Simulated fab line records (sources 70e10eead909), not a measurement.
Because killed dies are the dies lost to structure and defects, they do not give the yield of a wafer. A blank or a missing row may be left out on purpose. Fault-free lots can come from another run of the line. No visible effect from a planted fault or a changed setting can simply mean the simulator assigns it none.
The tool behind it: which one? | flow nand-harc | 22 lots with 66 wafers sampled at 6 steps, on a route of 1302 steps

WHAT THE GAUGES READ, wafer by wafer
Not one reading of a measure or inspect step in the record can be checked against a usual standard deviation.

EACH LOT AND THE TOOL THAT RAN IT (in order: tool; ch and the chambers of the sampled wafers; start)
lot  | NHARC_A_CHANNEL_FILL_D2_ALD_03                 | NHARC_A_CHANNEL_FILL_D2_ETCHBACK_19 | NHARC_A_STAIRCASE_TRIM_12          | NHARC_A_STAIRCASE_ETCH_13      | NHARC_A_STAIRCASE_TRIM_16      | NHARC_A_STAIRCASE_ETCH_23
L074 | ald-sin-batch-01 ch 0, day 14 18:44 or earlier | rie-si-06 ch 0,3, day 14 18:44      | rie-diel-11 ch 0,1,3, day 15 23:01 | rie-diel-11 ch 0,1,3, no start | rie-diel-11 ch 0,2,3, no start | rie-diel-11 ch 1,2,3, no start
L075 | ald-sin-batch-01 ch 0, day 14 18:44 or earlier | rie-si-02 ch 1,3, day 14 18:44      | rie-diel-08 ch 1,3, day 15 22:38   | rie-diel-08 ch 1,2, no start   | rie-diel-08 ch 2,3, no start   | rie-diel-08 ch 0,1, no start
L076 | ald-sin-batch-01 ch 0, day 15 14:01 or earlier | rie-si-02 ch 0,2,3, day 15 14:01    | rie-diel-11 ch 1,2, day 16 17:26   | rie-diel-11 ch 2,3, no start   | rie-diel-11 ch 0,1,2, no start | rie-diel-08 ch 0,3, no start
L077 | ald-sin-batch-01 ch 0, day 15 23:19 or earlier | rie-si-06 ch 1,2,3, day 15 23:19    | rie-diel-04 ch 1,3, day 17 03:49   | rie-diel-04 ch 0,1,3, no start | rie-diel-04 ch 0,3, no start   | rie-diel-04 ch 0,3, no start
L078 | ald-sin-batch-03 ch 0, day 16 20:40 or earlier | rie-si-03 ch 2,3, day 16 20:40      | rie-diel-04 ch 1,2, day 18 02:56   | rie-diel-04 ch 0,1,2, no start | rie-diel-04 ch 0,1,3, no start | rie-diel-08 ch 0,2, no start
L079 | ald-sin-batch-03 ch 0, day 16 20:40 or earlier | rie-si-06 ch 2,3, day 16 20:40      | rie-diel-08 ch 1,2, day 18 02:41   | rie-diel-08 ch 0,1,2, no start | rie-diel-08 ch 0,2,3, no start | rie-diel-08 ch 0,2,3, no start
L080 | ald-sin-batch-03 ch 0, day 17 19:43 or earlier | rie-si-02 ch 1,2, day 17 19:43      | rie-diel-11 ch 0,2,3, day 18 22:10 | rie-diel-11 ch 0,2,3, no start | rie-diel-11 ch 0,1,2, no start | rie-diel-11 ch 1,3, no start
L081 | ald-sin-batch-03 ch 0, day 17 19:47 or earlier | rie-si-02 ch 1,2,3, day 17 19:47    | rie-diel-08 ch 0,2,3, day 18 22:45 | rie-diel-08 ch 1,2,3, no start | rie-diel-08 ch 0,1,3, no start | rie-diel-08 ch 0,1,3, no start
L082 | ald-sin-batch-02 ch 0, day 17 19:47 or earlier | rie-si-06 ch 1,2,3, day 17 19:47    | rie-diel-08 ch 1,3, day 18 22:25   | rie-diel-08 ch 0,1,2, no start | rie-diel-08 ch 1,3, no start   | rie-diel-04 ch 1,2, no start
L083 | ald-sin-batch-01 ch 0, day 18 13:01 or earlier | rie-si-02 ch 0,1,2, day 18 13:01    | rie-diel-04 ch 1,3, day 19 17:02   | rie-diel-04 ch 1,2,3, no start | rie-diel-04 ch 0,3, no start   | rie-diel-11 ch 0,2,3, no start
L084 | ald-sin-batch-01 ch 0, day 19 03:30 or earlier | rie-si-06 ch 1,2, day 19 03:30      | rie-diel-11 ch 1,2,3, day 20 05:35 | rie-diel-11 ch 0,1,3, no start | rie-diel-11 ch 0,1, no start   | rie-diel-11 ch 0,2,3, no start
L086 | ald-sin-batch-01 ch 0, day 19 03:31 or earlier | rie-si-02 ch 2,3, day 19 03:31      | rie-diel-08 ch 0,1, day 20 05:14   | rie-diel-08 ch 2,3, no start   | rie-diel-08 ch 0,2,3, no start | rie-diel-08 ch 0,2,3, no start
L087 | ald-sin-batch-03 ch 0, day 19 13:53 or earlier | rie-si-06 ch 1,2, day 19 13:53      | rie-diel-11 ch 1,2, day 20 16:43   | rie-diel-11 ch 0,1,3, no start | rie-diel-11 ch 0,3, no start   | rie-diel-11 ch 0,1, no start
L088 | ald-sin-batch-03 ch 0, day 20 18:22 or earlier | rie-si-03 ch 1,2,3, day 20 18:22    | rie-diel-11 ch 2,3, day 22 02:52   | rie-diel-11 ch 1,2,3, no start | rie-diel-11 ch 1,2, no start   | rie-diel-04 ch 0,2,3, no start
L089 | ald-sin-batch-03 ch 0, day 20 18:20 or earlier | rie-si-06 ch 1,2,3, day 20 18:20    | rie-diel-04 ch 0,2,3, day 22 01:23 | rie-diel-04 ch 1,2,3, no start | rie-diel-04 ch 1,2,3, no start | rie-diel-08 ch 0,1,2, no start
L090 | ald-sin-batch-01 ch 0, day 20 18:20 or earlier | rie-si-02 ch 0,3, day 20 18:20      | rie-diel-08 ch 0,1,3, day 22 01:49 | rie-diel-08 ch 0,2,3, no start | rie-diel-08 ch 2,3, no start   | rie-diel-08 ch 1,2,3, no start
L091 | ald-sin-batch-03 ch 0, day 21 19:03 or earlier | rie-si-03 ch 0,2,3, day 21 19:03    | rie-diel-08 ch 0,1,3, day 23 00:16 | rie-diel-08 ch 0,2, no start   | rie-diel-08 ch 0,1,3, no start | rie-diel-08 ch 2,3, no start
L092 | ald-sin-batch-02 ch 0, day 22 11:37 or earlier | rie-si-06 ch 0,3, day 22 11:37      | rie-diel-08 ch 0,1,3, day 23 15:10 | rie-diel-08 ch 1,2,3, no start | rie-diel-08 ch 0,1,2, no start | rie-diel-08 ch 2,3, no start
L094 | ald-sin-batch-03 ch 0, day 22 21:28 or earlier | rie-si-02 ch 0,1, day 22 21:28      | rie-diel-04 ch 0,2, day 24 00:35   | rie-diel-04 ch 0,1,3, no start | rie-diel-04 ch 0,1,3, no start | rie-diel-11 ch 1,2,3, no start
L095 | ald-sin-batch-02 ch 0, day 23 10:11 or earlier | rie-si-06 ch 0,1, day 23 10:11      | rie-diel-08 ch 1,2,3, day 24 14:47 | rie-diel-08 ch 0,1,3, no start | rie-diel-08 ch 0,1,3, no start | rie-diel-08 ch 0,1,3, no start
L096 | ald-sin-batch-02 ch 0, day 23 20:04 or earlier | rie-si-03 ch 1,2,3, day 23 20:04    | rie-diel-04 ch 1,2,3, day 24 23:06 | rie-diel-04 ch 1,2,3, no start | rie-diel-04 ch 0,1,2, no start | rie-diel-04 ch 1,2, no start
L097 | ald-sin-batch-02 ch 0, day 23 20:02 or earlier | rie-si-02 ch 0,1,3, day 23 20:02    | rie-diel-04 ch 2,3, day 24 22:52   | rie-diel-04 ch 1,2,3, no start | rie-diel-04 ch 0,1,2, no start | rie-diel-08 ch 1,3, no start
- NHARC_A_CHANNEL_FILL_D2_ALD_03: deposits SiNx, target thk 6 nm, pulse time 60 s, ald cycles 58.
- NHARC_A_CHANNEL_FILL_D2_ETCHBACK_19: etches the open film in HBr/Cl2, target depth 5 nm, time 1.7 s.
- NHARC_A_STAIRCASE_TRIM_12: chemistry O2, time 211.2 s.
- NHARC_A_STAIRCASE_ETCH_13: etches the open film in C4F8/O2, target depth 100 nm, time 40.5 s.
- NHARC_A_STAIRCASE_TRIM_16: chemistry O2, time 211.2 s.
- NHARC_A_STAIRCASE_ETCH_23: etches the open film in C4F8/O2, target depth 100 nm, time 40.5 s.

WHAT THE TOOLS THEMSELVES READ (means of the sampled wafers that have a number; where no wafer has one, the mark that the record gives instead)
NHARC_A_CHANNEL_FILL_D2_ALD_03.
lot  | tool             | chamber-pressure-Torr (Torr) | precursor-pulse-height-rel
L074 | ald-sin-batch-01 | 1.994                        | 0.989
L075 | ald-sin-batch-01 | 2.005                        | 0.996
L076 | ald-sin-batch-01 | 1.992                        | 1.002
L077 | ald-sin-batch-01 | 1.996                        | 1.003
L078 | ald-sin-batch-03 | 1.994                        | 0.986
L079 | ald-sin-batch-03 | 2.003                        | 0.998
L080 | ald-sin-batch-03 | 1.998                        | 1.015
L081 | ald-sin-batch-03 | 2.000                        | 1.008
L082 | ald-sin-batch-02 | 1.997                        | 0.992
L083 | ald-sin-batch-01 | 1.999                        | 0.996
L084 | ald-sin-batch-01 | 2.002                        | 1.018
L086 | ald-sin-batch-01 | 1.996                        | 1.014
L087 | ald-sin-batch-03 | 1.999                        | 0.988
L088 | ald-sin-batch-03 | 1.996                        | 1.001
L089 | ald-sin-batch-03 | 1.998                        | 0.989
L090 | ald-sin-batch-01 | 1.998                        | 0.986
L091 | ald-sin-batch-03 | 1.998                        | 1.002
L092 | ald-sin-batch-02 | 2.004                        | 1.006
L094 | ald-sin-batch-03 | 2.002                        | 0.997
L095 | ald-sin-batch-02 | 1.999                        | 1.016
L096 | ald-sin-batch-02 | 2.000                        | 0.975
L097 | ald-sin-batch-02 | 2.002                        | 1.012

NHARC_A_CHANNEL_FILL_D2_ETCHBACK_19.
lot  | tool      | drypump-motor-current-A (A) | oes-product-au (a.u.) | rf-fwd-power-W (W) | throttle-valve-pct (%)
L074 | rie-si-06 | 5.6                         | 0.993                 | 391.0              | 26.405
L075 | rie-si-02 | 6.2                         | 1.007                 | 389.8              | 26.401
L076 | rie-si-02 | 5.8                         | 0.998                 | 390.0              | 26.397
L077 | rie-si-06 | 5.7                         | 0.995                 | 390.4              | 26.409
L078 | rie-si-03 | 6.2                         | 0.996                 | 392.4              | 26.404
L079 | rie-si-06 | 6.0                         | 1.000                 | 390.1              | 26.409
L080 | rie-si-02 | 5.5                         | 0.999                 | 389.6              | 26.407
L081 | rie-si-02 | 5.8                         | 1.006                 | 390.6              | 26.411
L082 | rie-si-06 | 5.7                         | 0.998                 | 390.1              | 26.405
L083 | rie-si-02 | 5.7                         | 1.010                 | 390.3              | 26.405
L084 | rie-si-06 | 5.6                         | 1.001                 | 389.0              | 26.401
L086 | rie-si-02 | 5.6                         | 0.999                 | 389.5              | 26.412
L087 | rie-si-06 | 5.6                         | 1.009                 | 391.1              | 26.402
L088 | rie-si-03 | 6.4                         | 1.006                 | 391.4              | 26.409
L089 | rie-si-06 | 5.8                         | 0.997                 | 390.0              | 26.400
L090 | rie-si-02 | 6.1                         | 1.011                 | 389.6              | 26.413
L091 | rie-si-03 | 5.9                         | 1.011                 | 390.8              | 26.404
L092 | rie-si-06 | 5.5                         | 0.986                 | 391.3              | 26.403
L094 | rie-si-02 | 6.0                         | 1.014                 | 390.5              | 26.409
L095 | rie-si-06 | 5.4                         | 1.002                 | 390.1              | 26.397
L096 | rie-si-03 | 6.4                         | 1.000                 | 391.4              | 26.414
L097 | rie-si-02 | 6.1                         | 1.009                 | 390.4              | 26.403

NHARC_A_STAIRCASE_TRIM_12.
lot  | tool        | drypump-motor-current-A (A) | mfc-ar-sccm (sccm) | oes-product-au (a.u.) | rf-vpp-V (V) | showerhead-plenum-p-Torr (Torr) | throttle-valve-pct (%)
L074 | rie-diel-11 | 5.8                         | 0.000              | 1.011                 | 57.4         | 3.49                            | 17.035
L075 | rie-diel-08 | 5.7                         | 0.023              | 1.007                 | 57.8         | 3.39                            | 17.032
L076 | rie-diel-11 | 6.0                         | 0.000              | 1.007                 | 57.2         | 3.44                            | 17.031
L077 | rie-diel-04 | 5.7                         | 0.005              | 0.993                 | 57.1         | 3.40                            | 17.040
L078 | rie-diel-04 | 6.1                         | 0.010              | 1.007                 | 57.0         | 3.45                            | 17.043
L079 | rie-diel-08 | 5.2                         | 0.017              | 0.992                 | 57.9         | 3.48                            | 17.027
L080 | rie-diel-11 | 5.9                         | 0.000              | 0.986                 | 57.9         | 3.45                            | 17.038
L081 | rie-diel-08 | 5.8                         | 0.007              | 1.011                 | 58.1         | 3.45                            | 17.038
L082 | rie-diel-08 | 5.7                         | 0.023              | 1.007                 | 57.3         | 3.38                            | 17.031
L083 | rie-diel-04 | 5.7                         | 0.005              | 0.991                 | 58.2         | 3.39                            | 17.035
L084 | rie-diel-11 | 6.1                         | 0.000              | 0.996                 | 57.8         | 3.42                            | 17.038
L086 | rie-diel-08 | 5.1                         | 0.009              | 0.994                 | 57.7         | 3.49                            | 17.039
L087 | rie-diel-11 | 6.0                         | 0.000              | 0.997                 | 57.9         | 3.42                            | 17.036
L088 | rie-diel-11 | 6.1                         | 0.000              | 0.996                 | 58.1         | 3.40                            | 17.045
L089 | rie-diel-04 | 6.2                         | 0.021              | 1.002                 | 57.0         | 3.40                            | 17.036
L090 | rie-diel-08 | 5.4                         | 0.016              | 1.010                 | 57.8         | 3.43                            | 17.036
L091 | rie-diel-08 | 5.4                         | 0.016              | 1.005                 | 58.1         | 3.42                            | 17.025
L092 | rie-diel-08 | 5.4                         | 0.016              | 0.993                 | 57.5         | 3.42                            | 17.034
L094 | rie-diel-04 | 6.6                         | 0.027              | 0.996                 | 57.4         | 3.46                            | 17.038
L095 | rie-diel-08 | 5.6                         | 0.016              | 0.997                 | 58.0         | 3.41                            | 17.042
L096 | rie-diel-04 | 6.0                         | 0.013              | 0.993                 | 57.2         | 3.38                            | 17.040
L097 | rie-diel-04 | 6.3                         | 0.023              | 0.999                 | 57.5         | 3.33                            | 17.044

NHARC_A_STAIRCASE_ETCH_13.
lot  | tool        | oes-product-au (a.u.) | rf-fwd-power-W (W) | rf-vpp-V (V)
L074 | rie-diel-11 | 0.961                 | 595.1              | 894.8
L075 | rie-diel-08 | 0.942                 | 593.2              | 894.4
L076 | rie-diel-11 | 0.949                 | 592.7              | 891.2
L077 | rie-diel-04 | 0.922                 | 594.4              | 893.7
L078 | rie-diel-04 | 0.953                 | 592.0              | 893.0
L079 | rie-diel-08 | 0.950                 | 594.0              | 894.8
L080 | rie-diel-11 | 0.962                 | 594.9              | 893.1
L081 | rie-diel-08 | 0.936                 | 592.2              | 892.0
L082 | rie-diel-08 | 0.955                 | 594.0              | 895.1
L083 | rie-diel-04 | 0.931                 | 593.4              | 891.5
L084 | rie-diel-11 | 0.935                 | 595.3              | 893.8
L086 | rie-diel-08 | 0.978                 | 590.8              | 889.8
L087 | rie-diel-11 | 0.955                 | 594.7              | 892.9
L088 | rie-diel-11 | 0.950                 | 594.4              | 891.8
L089 | rie-diel-04 | 0.951                 | 592.8              | 890.9
L090 | rie-diel-08 | 0.957                 | 592.7              | 893.1
L091 | rie-diel-08 | 0.920                 | 594.7              | 894.1
L092 | rie-diel-08 | 0.932                 | 591.5              | 892.2
L094 | rie-diel-04 | 0.939                 | 595.3              | 892.2
L095 | rie-diel-08 | 0.948                 | 595.7              | 891.8
L096 | rie-diel-04 | 0.933                 | 593.9              | 890.7
L097 | rie-diel-04 | 0.939                 | 594.0              | 890.3

NHARC_A_STAIRCASE_TRIM_16.
lot  | tool        | drypump-motor-current-A (A) | mfc-ar-sccm (sccm) | oes-product-au (a.u.) | rf-vpp-V (V) | showerhead-plenum-p-Torr (Torr) | throttle-valve-pct (%)
L074 | rie-diel-11 | 5.9                         | 0.000              | 0.997                 | 57.9         | 3.46                            | 17.041
L075 | rie-diel-08 | 6.1                         | 0.015              | 1.003                 | 58.1         | 3.39                            | 17.034
L076 | rie-diel-11 | 5.9                         | 0.000              | 0.998                 | 58.1         | 3.46                            | 17.034
L077 | rie-diel-04 | 6.2                         | 0.019              | 1.009                 | 57.5         | 3.48                            | 17.040
L078 | rie-diel-04 | 6.0                         | 0.011              | 1.003                 | 58.4         | 3.46                            | 17.036
L079 | rie-diel-08 | 5.8                         | 0.007              | 0.996                 | 57.5         | 3.45                            | 17.040
L080 | rie-diel-11 | 5.9                         | 0.000              | 1.005                 | 57.1         | 3.46                            | 17.030
L081 | rie-diel-08 | 5.4                         | 0.016              | 0.997                 | 57.9         | 3.44                            | 17.024
L082 | rie-diel-08 | 5.3                         | 0.025              | 1.011                 | 57.4         | 3.43                            | 17.047
L083 | rie-diel-04 | 6.2                         | 0.019              | 1.004                 | 57.3         | 3.47                            | 17.038
L084 | rie-diel-11 | 5.7                         | 0.000              | 0.994                 | 57.5         | 3.48                            | 17.032
L086 | rie-diel-08 | 5.8                         | 0.007              | 1.001                 | 57.4         | 3.44                            | 17.040
L087 | rie-diel-11 | 5.8                         | 0.000              | 0.998                 | 57.0         | 3.46                            | 17.032
L088 | rie-diel-11 | 6.0                         | 0.000              | 0.996                 | 57.4         | 3.42                            | 17.041
L089 | rie-diel-04 | 6.0                         | 0.013              | 1.000                 | 57.1         | 3.39                            | 17.031
L090 | rie-diel-08 | 6.1                         | 0.015              | 1.010                 | 57.8         | 3.37                            | 17.041
L091 | rie-diel-08 | 5.4                         | 0.016              | 1.004                 | 57.5         | 3.42                            | 17.041
L092 | rie-diel-08 | 5.3                         | 0.009              | 0.992                 | 57.8         | 3.47                            | 17.037
L094 | rie-diel-04 | 6.0                         | 0.011              | 1.004                 | 57.6         | 3.44                            | 17.036
L095 | rie-diel-08 | 5.4                         | 0.016              | 1.002                 | 57.3         | 3.42                            | 17.041
L096 | rie-diel-04 | 6.4                         | 0.019              | 0.999                 | 57.5         | 3.44                            | 17.037
L097 | rie-diel-04 | 6.3                         | 0.019              | 0.991                 | 57.3         | 3.44                            | 17.029

NHARC_A_STAIRCASE_ETCH_23.
lot  | tool        | oes-product-au (a.u.) | rf-fwd-power-W (W) | rf-vpp-V (V)
L074 | rie-diel-11 | 0.944                 | 595.1              | 893.2
L075 | rie-diel-08 | 0.942                 | 593.0              | 894.8
L076 | rie-diel-08 | 0.960                 | 593.6              | 893.2
L077 | rie-diel-04 | 0.940                 | 590.7              | 891.5
L078 | rie-diel-08 | 0.938                 | 594.3              | 895.2
L079 | rie-diel-08 | 0.940                 | 591.0              | 893.4
L080 | rie-diel-11 | 0.956                 | 595.1              | 893.1
L081 | rie-diel-08 | 0.943                 | 594.2              | 892.2
L082 | rie-diel-04 | 0.957                 | 593.0              | 891.4
L083 | rie-diel-11 | 0.941                 | 592.3              | 892.3
L084 | rie-diel-11 | 0.948                 | 594.7              | 892.4
L086 | rie-diel-08 | 0.944                 | 592.2              | 891.4
L087 | rie-diel-11 | 0.945                 | 595.7              | 894.0
L088 | rie-diel-04 | 0.953                 | 593.3              | 891.8
L089 | rie-diel-08 | 0.937                 | 592.2              | 893.8
L090 | rie-diel-08 | 0.949                 | 593.3              | 892.6
L091 | rie-diel-08 | 0.949                 | 592.3              | 891.1
L092 | rie-diel-08 | 0.962                 | 590.6              | 891.2
L094 | rie-diel-11 | 0.952                 | 594.1              | 890.8
L095 | rie-diel-08 | 0.953                 | 594.5              | 892.1
L096 | rie-diel-04 | 0.938                 | 592.8              | 890.6
L097 | rie-diel-08 | 0.954                 | 595.2              | 892.1

THE ANSWER, worked out from the rows above alone
Rule: the usual values come from the lots themselves. Put in order of their means at a reading, lots are off if they are a third of the lots or fewer, leave a main group of 4 or more, and stand apart from it by a gap of 3 or more times the standard deviation of the main group's means; of several such gaps the widest counts. A main group is skipped when, at the precision printed for the reading in the tables above, its means are all equal. A lot without any number at a reading at which 4 lots or more have one is off too. Where the step has rows for the other lots, those lots are counted as sound. Order of review: gauges by route order, followed by the tools' own readings, for which a lot's mean as printed above is used. The first step at which some lot is off is used, and at that step the reading that is off furthest; a lot without a number counts as furthest.
No lot is off at any reading shown: from this, nothing can be told.

WHAT THE SIMULATOR PUT IN
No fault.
